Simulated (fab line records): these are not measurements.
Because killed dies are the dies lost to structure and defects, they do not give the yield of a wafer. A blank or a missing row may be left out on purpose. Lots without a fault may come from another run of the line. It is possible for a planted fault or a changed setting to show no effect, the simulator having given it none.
Which tool did it? / flow nand_harc / Sampling: 24 lots, 72 wafers, 4 of 1302 route steps

== WHAT EACH GAUGE READ, for each wafer ==
NHARC_A_BONDPAD_THK_MEAS_30: measures by ellipsometry.
lot=L075; measured=day 23 13:23; on=film_metro-01; thk_nm (nm)=198.9 197.2 199.7
lot=L074; measured=day 23 16:10; on=film_metro-01; thk_nm (nm)=199.6 198.5 201.5
lot=L076; measured=day 24 09:45; on=film_metro-01; thk_nm (nm)=198.1 200.1 197.6
lot=L078; measured=day 25 02:50; on=film_metro-02; thk_nm (nm)=197.6 200.0 199.4
lot=L077; measured=day 25 11:40; on=film_metro-01; thk_nm (nm)=202.9 201.8 198.9
lot=L079; measured=day 25 16:41; on=film_metro-01; thk_nm (nm)=200.1 199.2 200.0
lot=L081; measured=day 25 17:59; on=film_metro-01; thk_nm (nm)=199.2 200.5 198.0
lot=L080; measured=day 25 20:58; on=film_metro-01; thk_nm (nm)=197.1 198.3 198.1
lot=L082; measured=day 26 03:08; on=film_metro-01; thk_nm (nm)=201.4 197.5 201.1
lot=L083; measured=day 26 18:12; on=film_metro-01; thk_nm (nm)=200.4 200.6 199.5
lot=L084; measured=day 27 08:41; on=film_metro-02; thk_nm (nm)=200.3 199.1 198.9
lot=L085; measured=day 28 01:19; on=film_metro-02; thk_nm (nm)=198.7 199.3 198.9
lot=L086; measured=day 28 02:50; on=film_metro-01; thk_nm (nm)=198.9 202.3 196.2
lot=L088; measured=day 29 00:52; on=film_metro-01; thk_nm (nm)=199.9 200.1 202.6
lot=L087; measured=day 29 02:28; on=film_metro-01; thk_nm (nm)=200.2 199.9 201.9
lot=L089; measured=day 29 05:26; on=film_metro-01; thk_nm (nm)=199.8 202.4 201.3
lot=L091; measured=day 29 10:40; on=film_metro-02; thk_nm (nm)=198.3 196.6 200.1
lot=L090; measured=day 29 11:24; on=film_metro-01; thk_nm (nm)=201.6 201.4 200.2
lot=L093; measured=day 30 21:20; on=film_metro-01; thk_nm (nm)=201.9 199.3 199.0
lot=L092; measured=day 31 06:37; on=film_metro-02; thk_nm (nm)=199.8 199.7 196.5
lot=L094; measured=day 31 13:58; on=film_metro-01; thk_nm (nm)=198.5 198.8 201.6
lot=L096; measured=day 32 00:12; on=film_metro-02; thk_nm (nm)=199.4 199.4 202.7
lot=L097; measured=day 32 02:07; on=film_metro-02; thk_nm (nm)=200.4 201.4 202.0
lot=L095; measured=day 32 03:25; on=film_metro-01; thk_nm (nm)=199.2 198.8 200.5

== WHICH TOOL RAN EACH LOT (tool, then ch and the chambers of the sampled wafers, then the start) ==
lot=L075; NHARC_A_M0_ANNEAL_30=rtp_anneal-01 ch 0, day 23 07:01; NHARC_A_M1_PRE_CLEAN_30=pvd_sputter-03, day 23 12:12 or earlier; NHARC_A_M1_DEP_33=pecvd-02 ch 1,2, day 23 12:12
lot=L074; NHARC_A_M0_ANNEAL_30=rtp_anneal-01 ch 0, day 23 09:52; NHARC_A_M1_PRE_CLEAN_30=pvd_sputter-02, day 23 14:59 or earlier; NHARC_A_M1_DEP_33=pecvd-02 ch 0,2, day 23 14:59
lot=L076; NHARC_A_M0_ANNEAL_30=rtp_anneal-01 ch 0, day 24 03:28; NHARC_A_M1_PRE_CLEAN_30=pvd_sputter-01, day 24 08:32 or earlier; NHARC_A_M1_DEP_33=pecvd-01 ch 0,1,2, day 24 08:32
lot=L078; NHARC_A_M0_ANNEAL_30=rtp_anneal-02 ch 0, day 24 20:34; NHARC_A_M1_PRE_CLEAN_30=pvd_sputter-01, day 25 01:38 or earlier; NHARC_A_M1_DEP_33=pecvd-02 ch 0,1, day 25 01:38
lot=L077; NHARC_A_M0_ANNEAL_30=rtp_anneal-01 ch 0, day 25 05:00; NHARC_A_M1_PRE_CLEAN_30=pvd_sputter-02, day 25 10:27 or earlier; NHARC_A_M1_DEP_33=pecvd-02 ch 1,2, day 25 10:27
lot=L079; NHARC_A_M0_ANNEAL_30=rtp_anneal-01 ch 0, day 25 09:14; NHARC_A_M1_PRE_CLEAN_30=pvd_sputter-02, day 25 15:25 or earlier; NHARC_A_M1_DEP_33=pecvd-01 ch 1,2, day 25 15:25
lot=L081; NHARC_A_M0_ANNEAL_30=rtp_anneal-02 ch 0, day 25 11:16; NHARC_A_M1_PRE_CLEAN_30=pvd_sputter-02, day 25 16:38 or earlier; NHARC_A_M1_DEP_33=pecvd-04 ch 0,2, day 25 16:38
lot=L080; NHARC_A_M0_ANNEAL_30=rtp_anneal-01 ch 0, day 25 14:32; NHARC_A_M1_PRE_CLEAN_30=pvd_sputter-03, day 25 19:44 or earlier; NHARC_A_M1_DEP_33=pecvd-01 ch 1,2, day 25 19:44
lot=L082; NHARC_A_M0_ANNEAL_30=rtp_anneal-02 ch 0, day 25 20:37; NHARC_A_M1_PRE_CLEAN_30=pvd_sputter-03, day 26 01:58 or earlier; NHARC_A_M1_DEP_33=pecvd-01 ch 0,2, day 26 01:58
lot=L083; NHARC_A_M0_ANNEAL_30=rtp_anneal-02 ch 0, day 26 11:41; NHARC_A_M1_PRE_CLEAN_30=pvd_sputter-01, day 26 16:52 or earlier; NHARC_A_M1_DEP_33=pecvd-02 ch 0,2, day 26 16:52
lot=L084; NHARC_A_M0_ANNEAL_30=rtp_anneal-02 ch 0, day 27 02:34; NHARC_A_M1_PRE_CLEAN_30=pvd_sputter-03, day 27 07:31 or earlier; NHARC_A_M1_DEP_33=pecvd-02 ch 0,1,2, day 27 07:31
lot=L085; NHARC_A_M0_ANNEAL_30=rtp_anneal-02 ch 0, day 27 19:10; NHARC_A_M1_PRE_CLEAN_30=pvd_sputter-01, day 28 00:06 or earlier; NHARC_A_M1_DEP_33=pecvd-02 ch 0,1,2, day 28 00:06
lot=L086; NHARC_A_M0_ANNEAL_30=rtp_anneal-01 ch 0, day 27 20:37; NHARC_A_M1_PRE_CLEAN_30=pvd_sputter-03, day 28 01:40 or earlier; NHARC_A_M1_DEP_33=pecvd-02 ch 0,1, day 28 01:40
lot=L088; NHARC_A_M0_ANNEAL_30=rtp_anneal-01 ch 0, day 28 14:38; NHARC_A_M1_PRE_CLEAN_30=pvd_sputter-01, day 28 23:41 or earlier; NHARC_A_M1_DEP_33=pecvd-02 ch 0,1,2, day 28 23:41
lot=L087; NHARC_A_M0_ANNEAL_30=rtp_anneal-01 ch 0, day 28 16:22; NHARC_A_M1_PRE_CLEAN_30=pvd_sputter-01, day 29 01:15 or earlier; NHARC_A_M1_DEP_33=pecvd-04 ch 1,2, day 29 01:15
lot=L089; NHARC_A_M0_ANNEAL_30=rtp_anneal-02 ch 0, day 28 21:49; NHARC_A_M1_PRE_CLEAN_30=pvd_sputter-01, day 29 04:08 or earlier; NHARC_A_M1_DEP_33=pecvd-02 ch 0,1,2, day 29 04:08
lot=L091; NHARC_A_M0_ANNEAL_30=rtp_anneal-01 ch 0, day 29 03:35; NHARC_A_M1_PRE_CLEAN_30=pvd_sputter-03, day 29 09:25 or earlier; NHARC_A_M1_DEP_33=pecvd-02 ch 1,2, day 29 09:25
lot=L090; NHARC_A_M0_ANNEAL_30=rtp_anneal-02 ch 0, day 29 05:04; NHARC_A_M1_PRE_CLEAN_30=pvd_sputter-01, day 29 10:14 or earlier; NHARC_A_M1_DEP_33=pecvd-02 ch 1,2, day 29 10:14
lot=L093; NHARC_A_M0_ANNEAL_30=rtp_anneal-02 ch 0, day 30 14:51; NHARC_A_M1_PRE_CLEAN_30=pvd_sputter-02, day 30 20:05 or earlier; NHARC_A_M1_DEP_33=pecvd-01 ch 0,1,2, day 30 20:05
lot=L092; NHARC_A_M0_ANNEAL_30=rtp_anneal-02 ch 0, day 31 00:14; NHARC_A_M1_PRE_CLEAN_30=pvd_sputter-02, day 31 05:25 or earlier; NHARC_A_M1_DEP_33=pecvd-01 ch 0,1, day 31 05:25
lot=L094; NHARC_A_M0_ANNEAL_30=rtp_anneal-02 ch 0, day 31 07:37; NHARC_A_M1_PRE_CLEAN_30=pvd_sputter-03, day 31 12:48 or earlier; NHARC_A_M1_DEP_33=pecvd-02 ch 0,1,2, day 31 12:48
lot=L096; NHARC_A_M0_ANNEAL_30=rtp_anneal-02 ch 0, day 31 17:52; NHARC_A_M1_PRE_CLEAN_30=pvd_sputter-03, day 31 22:59 or earlier; NHARC_A_M1_DEP_33=pecvd-04 ch 0,1,2, day 31 22:59
lot=L097; NHARC_A_M0_ANNEAL_30=rtp_anneal-02 ch 0, day 31 19:41; NHARC_A_M1_PRE_CLEAN_30=pvd_sputter-02, day 32 00:56 or earlier; NHARC_A_M1_DEP_33=pecvd-04 ch 1,2, day 32 00:56
lot=L095; NHARC_A_M0_ANNEAL_30=rtp_anneal-01 ch 0, day 31 20:56; NHARC_A_M1_PRE_CLEAN_30=pvd_sputter-01, day 32 02:08 or earlier; NHARC_A_M1_DEP_33=pecvd-04 ch 0,1,2, day 32 02:08
- NHARC_A_M0_ANNEAL_30: time 90 s.
- NHARC_A_M1_PRE_CLEAN_30: time 30 s.
- NHARC_A_M1_DEP_33: deposits SiCN, target thk 30 nm.

== AS READ BY THE TOOLS THEMSELVES (means over the sampled wafers that have a number; for cases with no such wafer, the mark the record gives instead) ==
NHARC_A_M0_ANNEAL_30.
lot=L075 tool=rtp_anneal-01 anneal_temp_c_max=225.5 wafer_temp_C_max=226.07
lot=L074 tool=rtp_anneal-01 anneal_temp_c_max=225.7 wafer_temp_C_max=226.28
lot=L076 tool=rtp_anneal-01 anneal_temp_c_max=225.6 wafer_temp_C_max=225.89
lot=L078 tool=rtp_anneal-02 anneal_temp_c_max=226.0 wafer_temp_C_max=226.16
lot=L077 tool=rtp_anneal-01 anneal_temp_c_max=225.8 wafer_temp_C_max=226.02
lot=L079 tool=rtp_anneal-01 anneal_temp_c_max=225.7 wafer_temp_C_max=226.03
lot=L081 tool=rtp_anneal-02 anneal_temp_c_max=226.2 wafer_temp_C_max=226.18
lot=L080 tool=rtp_anneal-01 anneal_temp_c_max=225.7 wafer_temp_C_max=226.49
lot=L082 tool=rtp_anneal-02 anneal_temp_c_max=226.1 wafer_temp_C_max=226.28
lot=L083 tool=rtp_anneal-02 anneal_temp_c_max=226.0 wafer_temp_C_max=226.30
lot=L084 tool=rtp_anneal-02 anneal_temp_c_max=226.3 wafer_temp_C_max=226.13
lot=L085 tool=rtp_anneal-02 anneal_temp_c_max=226.1 wafer_temp_C_max=226.05
lot=L086 tool=rtp_anneal-01 anneal_temp_c_max=225.6 wafer_temp_C_max=226.50
lot=L088 tool=rtp_anneal-01 anneal_temp_c_max=225.6 wafer_temp_C_max=226.32
lot=L087 tool=rtp_anneal-01 anneal_temp_c_max=225.6 wafer_temp_C_max=226.23
lot=L089 tool=rtp_anneal-02 anneal_temp_c_max=226.0 wafer_temp_C_max=226.45
lot=L091 tool=rtp_anneal-01 anneal_temp_c_max=225.5 wafer_temp_C_max=226.63
lot=L090 tool=rtp_anneal-02 anneal_temp_c_max=225.9 wafer_temp_C_max=226.13
lot=L093 tool=rtp_anneal-02 anneal_temp_c_max=226.1 wafer_temp_C_max=226.22
lot=L092 tool=rtp_anneal-02 anneal_temp_c_max=226.0 wafer_temp_C_max=226.58
lot=L094 tool=rtp_anneal-02 anneal_temp_c_max=226.0 wafer_temp_C_max=226.21
lot=L096 tool=rtp_anneal-02 anneal_temp_c_max=226.4 wafer_temp_C_max=226.31
lot=L097 tool=rtp_anneal-02 anneal_temp_c_max=226.0 wafer_temp_C_max=226.20
lot=L095 tool=rtp_anneal-01 anneal_temp_c_max=225.8 wafer_temp_C_max=226.13

NHARC_A_M1_PRE_CLEAN_30.
lot=L075; tool=pvd_sputter-03; heater_power_w (W)=382
lot=L074; tool=pvd_sputter-02; heater_power_w (W)=374
lot=L076; tool=pvd_sputter-01; heater_power_w (W)=369
lot=L078; tool=pvd_sputter-01; heater_power_w (W)=395
lot=L077; tool=pvd_sputter-02; heater_power_w (W)=391
lot=L079; tool=pvd_sputter-02; heater_power_w (W)=370
lot=L081; tool=pvd_sputter-02; heater_power_w (W)=409
lot=L080; tool=pvd_sputter-03; heater_power_w (W)=381
lot=L082; tool=pvd_sputter-03; heater_power_w (W)=391
lot=L083; tool=pvd_sputter-01; heater_power_w (W)=430
lot=L084; tool=pvd_sputter-03; heater_power_w (W)=367
lot=L085; tool=pvd_sputter-01; heater_power_w (W)=429
lot=L086; tool=pvd_sputter-03; heater_power_w (W)=361
lot=L088; tool=pvd_sputter-01; heater_power_w (W)=390
lot=L087; tool=pvd_sputter-01; heater_power_w (W)=392
lot=L089; tool=pvd_sputter-01; heater_power_w (W)=363
lot=L091; tool=pvd_sputter-03; heater_power_w (W)=368
lot=L090; tool=pvd_sputter-01; heater_power_w (W)=370
lot=L093; tool=pvd_sputter-02; heater_power_w (W)=399
lot=L092; tool=pvd_sputter-02; heater_power_w (W)=428
lot=L094; tool=pvd_sputter-03; heater_power_w (W)=400
lot=L096; tool=pvd_sputter-03; heater_power_w (W)=401
lot=L097; tool=pvd_sputter-02; heater_power_w (W)=402
lot=L095; tool=pvd_sputter-01; heater_power_w (W)=366

NHARC_A_M1_DEP_33.
lot=L075; tool=pecvd-02; heater_power_w (W)=575
lot=L074; tool=pecvd-02; heater_power_w (W)=624
lot=L076; tool=pecvd-01; heater_power_w (W)=484
lot=L078; tool=pecvd-02; heater_power_w (W)=551
lot=L077; tool=pecvd-02; heater_power_w (W)=604
lot=L079; tool=pecvd-01; heater_power_w (W)=441
lot=L081; tool=pecvd-04; heater_power_w (W)=516
lot=L080; tool=pecvd-01; heater_power_w (W)=487
lot=L082; tool=pecvd-01; heater_power_w (W)=589
lot=L083; tool=pecvd-02; heater_power_w (W)=608
lot=L084; tool=pecvd-02; heater_power_w (W)=620
lot=L085; tool=pecvd-02; heater_power_w (W)=626
lot=L086; tool=pecvd-02; heater_power_w (W)=654
lot=L088; tool=pecvd-02; heater_power_w (W)=590
lot=L087; tool=pecvd-04; heater_power_w (W)=582
lot=L089; tool=pecvd-02; heater_power_w (W)=595
lot=L091; tool=pecvd-02; heater_power_w (W)=634
lot=L090; tool=pecvd-02; heater_power_w (W)=612
lot=L093; tool=pecvd-01; heater_power_w (W)=538
lot=L092; tool=pecvd-01; heater_power_w (W)=613
lot=L094; tool=pecvd-02; heater_power_w (W)=592
lot=L096; tool=pecvd-04; heater_power_w (W)=580
lot=L097; tool=pecvd-04; heater_power_w (W)=639
lot=L095; tool=pecvd-04; heater_power_w (W)=583

== THE ANSWER, worked out from the rows above alone ==
Rule: what is usual is taken from the lots themselves. Put in order of their means at a reading, lots are off if they are a third of the lots or fewer, leave a main group of 4 or more, and stand apart from it by a gap of 3 or more times the standard deviation of the main group's means; of several such gaps the widest counts. A main group is skipped when, at the precision printed for the reading in the tables above, its means are all equal. Also off: a lot with no number at a reading for which 4 or more lots have one. Any other lot the step has rows for is counted as sound. The gauges are gone through in route order, then the tools' own readings, and for those a lot's mean is taken as printed above. The first step at which some lot is off is used, and at that step the reading that is off furthest; a lot without a number counts as furthest.
Nothing can be told from this: no lot is off at any reading shown.

== WHAT THE SIMULATOR PUT IN ==
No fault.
